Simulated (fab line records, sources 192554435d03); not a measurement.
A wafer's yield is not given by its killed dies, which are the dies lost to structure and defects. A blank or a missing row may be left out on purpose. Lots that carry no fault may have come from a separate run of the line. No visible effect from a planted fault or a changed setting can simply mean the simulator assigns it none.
Split-lot study :: flow n5Finfet :: 7 lots, 21 wafers read, on a route of 1938 steps

== ON THE SPLIT ==
At N5_BEOL_M12_SPUTTER_44 (material Ta, target thk 10 nm, time 16.13 s), the setting timeS was moved away from the recipe's 16.13 s on 8 of the 21 wafers read, by -13.9% to +13.1%. For the rest of the wafers, this setting stayed at what the recipe calls for.

The reading comes from the split's own step.

== THE READING ==
Ta_of_BEOL_M12_SPUTTER_44.thkNm (the simulator's own value, which no gauge read), in nm, at N5_BEOL_M12_SPUTTER_44 (material Ta, target thk 10 nm, time 16.13 s). The file gives no usual value for it. Across the 13 wafers here that went through the recipe, the average is 9.8 nm and the standard deviation 0.16 nm.

wafer: L077.1
tool, chamber at the split: pvdSputter-03, -
timeS as run, s: 16.13
against the recipe: recipe
Ta_of_BEOL_M12_SPUTTER_44.thkNm, nm: 10
against lot-mates on the recipe: -

wafer: L077.5
tool, chamber at the split: pvdSputter-03, -
timeS as run, s: 16.13
against the recipe: recipe
Ta_of_BEOL_M12_SPUTTER_44.thkNm, nm: 10
against lot-mates on the recipe: -

wafer: L077.3
tool, chamber at the split: pvdSputter-03, -
timeS as run, s: 16.13
against the recipe: recipe
Ta_of_BEOL_M12_SPUTTER_44.thkNm, nm: 9.8
against lot-mates on the recipe: -

wafer: L075.3
tool, chamber at the split: pvdSputter-02, -
timeS as run, s: 16.13
against the recipe: recipe
Ta_of_BEOL_M12_SPUTTER_44.thkNm, nm: 9.8
against lot-mates on the recipe: -

wafer: L075.5
tool, chamber at the split: pvdSputter-02, -
timeS as run, s: 16.13
against the recipe: recipe
Ta_of_BEOL_M12_SPUTTER_44.thkNm, nm: 9.8
against lot-mates on the recipe: -

wafer: L075.4
tool, chamber at the split: pvdSputter-02, -
timeS as run, s: 16.13
against the recipe: recipe
Ta_of_BEOL_M12_SPUTTER_44.thkNm, nm: 9.6
against lot-mates on the recipe: -

wafer: L080.1
tool, chamber at the split: pvdSputter-02, -
timeS as run, s: 16.13
against the recipe: recipe
Ta_of_BEOL_M12_SPUTTER_44.thkNm, nm: 9.6
against lot-mates on the recipe: -

wafer: L080.3
tool, chamber at the split: pvdSputter-02, -
timeS as run, s: 18.24
against the recipe: +13.1%
Ta_of_BEOL_M12_SPUTTER_44.thkNm, nm: 11.2
against lot-mates on the recipe: +1.6

wafer: L080.4
tool, chamber at the split: pvdSputter-02, -
timeS as run, s: 18.24
against the recipe: +13.1%
Ta_of_BEOL_M12_SPUTTER_44.thkNm, nm: 11.2
against lot-mates on the recipe: +1.6

wafer: L082.3
tool, chamber at the split: pvdSputter-02, -
timeS as run, s: 16.13
against the recipe: recipe
Ta_of_BEOL_M12_SPUTTER_44.thkNm, nm: 9.8
against lot-mates on the recipe: -

wafer: L082.4
tool, chamber at the split: pvdSputter-02, -
timeS as run, s: 16.13
against the recipe: recipe
Ta_of_BEOL_M12_SPUTTER_44.thkNm, nm: 10
against lot-mates on the recipe: -

wafer: L082.5
tool, chamber at the split: pvdSputter-02, -
timeS as run, s: 14.57
against the recipe: -9.7%
Ta_of_BEOL_M12_SPUTTER_44.thkNm, nm: 9.2
against lot-mates on the recipe: -0.7

wafer: L087.4
tool, chamber at the split: pvdSputter-02, -
timeS as run, s: 13.89
against the recipe: -13.9%
Ta_of_BEOL_M12_SPUTTER_44.thkNm, nm: 8.6
against lot-mates on the recipe: -1.2

wafer: L087.5
tool, chamber at the split: pvdSputter-02, -
timeS as run, s: 13.89
against the recipe: -13.9%
Ta_of_BEOL_M12_SPUTTER_44.thkNm, nm: 8.4
against lot-mates on the recipe: -1.4

wafer: L087.6
tool, chamber at the split: pvdSputter-02, -
timeS as run, s: 16.13
against the recipe: recipe
Ta_of_BEOL_M12_SPUTTER_44.thkNm, nm: 9.8
against lot-mates on the recipe: -

wafer: L091.2
tool, chamber at the split: pvdSputter-01, -
timeS as run, s: 16.13
against the recipe: recipe
Ta_of_BEOL_M12_SPUTTER_44.thkNm, nm: 10.2
against lot-mates on the recipe: -

wafer: L091.3
tool, chamber at the split: pvdSputter-01, -
timeS as run, s: 14
against the recipe: -13.2%
Ta_of_BEOL_M12_SPUTTER_44.thkNm, nm: 9
against lot-mates on the recipe: -1.2

wafer: L091.4
tool, chamber at the split: pvdSputter-01, -
timeS as run, s: 14
against the recipe: -13.2%
Ta_of_BEOL_M12_SPUTTER_44.thkNm, nm: 8.8
against lot-mates on the recipe: -1.4

wafer: L090.3
tool, chamber at the split: pvdSputter-03, -
timeS as run, s: 16.13
against the recipe: recipe
Ta_of_BEOL_M12_SPUTTER_44.thkNm, nm: 9.8
against lot-mates on the recipe: -

wafer: L090.6
tool, chamber at the split: pvdSputter-03, -
timeS as run, s: 16.13
against the recipe: recipe
Ta_of_BEOL_M12_SPUTTER_44.thkNm, nm: 9.8
against lot-mates on the recipe: -

wafer: L090.4
tool, chamber at the split: pvdSputter-03, -
timeS as run, s: 14.18
against the recipe: -12.1%
Ta_of_BEOL_M12_SPUTTER_44.thkNm, nm: 8.6
against lot-mates on the recipe: -1.2

THE FIT
A straight line over all 21 wafers: Ta_of_BEOL_M12_SPUTTER_44.thkNm changes by +0.0919 nm for each +1% of timeS; r = +0.97; the points scatter about the line by 0.18 nm.
The same after taking each lot's own level away (the mean of its wafers on the recipe; 21 wafers): +0.104 nm for each +1%; r = +0.99; scatter 0.13 nm.
According to that fit, moving timeS by its largest amount changes the reading by 1.4 nm.
Across the lots, their own levels run from 9.60 to 10.20 nm, a range of 3.8 times the standard deviation given above.
In other words, the slope is changed by the lot-to-lot level; the two fits disagree.
Check: -1.41 nm against its lot-mates is what the line predicts for one of the wafers moved furthest among these (-13.9%) when that wafer is left out of the fit. It came out at -1.2 nm against them.

== ADDITIONAL SPLITS CARRIED BY THESE WAFERS ==
Before the reading, these wafers also passed through other splits. Each is held against what the fit with the lots' levels taken away leaves over:
other split on the same wafers: N5_BEOL_M8_ETCH_61 biasW
wafers away from the commonest value: 7
r with Ta_of_BEOL_M12_SPUTTER_44.thkNm (lot level and that fit taken away): +0.43

other split on the same wafers: N5_BEOL_M9_ILD_DEP_00 timeS
wafers away from the commonest value: 6
r with Ta_of_BEOL_M12_SPUTTER_44.thkNm (lot level and that fit taken away): +0.16

other split on the same wafers: N5_BEOL_M9_HM_DEP_02 targetThkA
wafers away from the commonest value: 4
r with Ta_of_BEOL_M12_SPUTTER_44.thkNm (lot level and that fit taken away): +0.10

other split on the same wafers: N5_BEOL_M11_ILD_DEP_00 timeS
wafers away from the commonest value: 6
r with Ta_of_BEOL_M12_SPUTTER_44.thkNm (lot level and that fit taken away): +0.04

== FILE'S OWN FIT ==
Ta_of_BEOL_M12_SPUTTER_44.thkNm changes by +0.0995 nm for each +1% of timeS, r = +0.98.
